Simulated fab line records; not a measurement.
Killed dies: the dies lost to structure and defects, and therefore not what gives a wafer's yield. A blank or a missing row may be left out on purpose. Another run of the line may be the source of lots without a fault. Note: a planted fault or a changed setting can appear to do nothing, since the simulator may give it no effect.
Matching of chambers | flow n5Finfet | rieDiel-06 running N5_HKMG_FIN_ETCH_55: 4 sister chambers
The step etches SOC in N2/H2, target depth 240 nm, time 300 s. 14 wafers are shown with their chamber, then 7 later ones without.

EACH WAFER AND ITS CHAMBER
wafer  | chamber | showerheadPlenumPTorr (Torr) | drypumpMotorCurrentA (A) | oesProductAu (a.u.)
L076.2 | 2       | 2.52                         | 4.9                      | 0.70
L076.5 | 1       | 2.46                         | 5.8                      | 0.79
L076.6 | 2       | 2.52                         | 4.9                      | 0.71
L079.3 | 2       | 2.51                         | 4.9                      | 0.70
L079.4 | 1       | 2.46                         | 5.8                      | 0.78
L079.6 | 2       | 2.52                         | 5.0                      | 0.70
L081.2 | 3       | 2.68                         | 6.0                      | 0.81
L081.4 | 0       | 2.72                         | 5.8                      | 0.97
L081.5 | 2       | 2.51                         | 4.9                      | 0.71
L084.2 | 1       | 2.45                         | 5.8                      | 0.76
L084.4 | 2       | 2.51                         | 5.0                      | 0.68
L084.6 | 1       | 2.45                         | 5.8                      | 0.77
L086.3 | 1       | 2.45                         | 5.8                      | 0.77
L086.4 | 2       | 2.50                         | 5.0                      | 0.69

SIGNATURES (averages over the wafers above)
reading               | chamber 0 | chamber 1 | chamber 2 | chamber 3 | scatter within a chamber
showerheadPlenumPTorr | 2.7200    | 2.4540    | 2.5129    | 2.6800    | 0.0068
drypumpMotorCurrentA  | 5.800     | 5.800     | 4.943     | 6.000     | 0.0414
oesProductAu          | 0.9700    | 0.7740    | 0.6986    | 0.8100    | 0.011
Rule: a wafer's distance from a chamber is the root of the sum, over the readings, of the square of ((its reading less the chamber's mean) divided by the reading's scatter). If the next closest chamber is less than 2 further off than the closest, the wafer can't be placed; otherwise it belongs to the closest. The scatter is the square root of a quotient: the sum, over the shown wafers, of each reading's squared deviation from its chamber's mean, divided by wafers minus chambers.

WAFERS MISSING THEIR CHAMBER
wafer  | showerheadPlenumPTorr (Torr) | drypumpMotorCurrentA (A) | oesProductAu (a.u.)
L086.6 | 2.51                         | 5.0                      | 0.69
L091.2 | 2.45                         | 5.8                      | 0.76
L091.4 | 2.50                         | 4.9                      | 0.67
L091.6 | 2.45                         | 5.8                      | 0.75
L092.4 | 2.67                         | 6.0                      | 0.78
L092.5 | 2.71                         | 5.9                      | 0.89
L092.6 | 2.45                         | 5.8                      | 0.76

WHICH CHAMBER EACH WENT THROUGH
wafer  | from the rows above     | in truth
L086.6 | 2                       | 2
L091.2 | 1                       | 1
L091.4 | 2                       | 2
L091.6 | 1                       | 1
L092.4 | 3                       | 3
L092.5 | can't be placed: 0 or 3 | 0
L092.6 | 1                       | 1
Correctly placed: 6 of 7. Not placeable from these rows: 1 (in 1, the candidates include the true chamber). 0 placed wrongly.
